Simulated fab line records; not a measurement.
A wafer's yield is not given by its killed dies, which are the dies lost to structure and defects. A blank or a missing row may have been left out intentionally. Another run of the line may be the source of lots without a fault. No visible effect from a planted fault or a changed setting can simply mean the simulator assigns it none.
Chamber matching	flow nand_harc	NHARC_A_STAIRCASE_DESCUM_270 on rie_diel-05: 4 sister chambers
The step chemistry O2, time 3 s. 4 wafers are shown with their chamber, then 7 later ones without.

WAFERS WITH THEIR CHAMBER
wafer	chamber	showerhead_plenum_p_Torr (Torr)
L085.1	1	1.80
L086.2	0	1.79
L090.3	2	2.03
L090.4	3	1.96

WAFERS WITH NO CHAMBER GIVEN
wafer	showerhead_plenum_p_Torr (Torr)
L090.6	1.80
L092.1	1.80
L092.5	2.03
L092.6	1.96
L093.1	1.78
L093.3	1.80
L093.6	1.95

WHICH CHAMBER EACH WENT THROUGH
wafer	from the rows above	in truth
L090.6	can't be placed: 1 or 0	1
L092.1	can't be placed: 1 or 0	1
L092.5	2	2
L092.6	3	3
L093.1	can't be placed: 0 or 1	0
L093.3	can't be placed: 1 or 0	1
L093.6	3	3
Placed correctly: 3 of 7. Not placeable from these rows: 4 (in 4, the candidates include the true chamber). Placed wrongly: 0.
How it was worked out, from the rows above alone: a wafer's distance from a chamber is the root of the sum, over the readings, of the square of ((its reading less the chamber's mean) divided by the reading's scatter). The wafer belongs to the nearest chamber; if the next one is less than 2 further off, it can't be placed. The mean given for a chamber averages the wafers shown for that chamber. The scatter: with one shown wafer a chamber, the root of the mean of the squares of how far each hidden wafer lies from its nearest shown one.
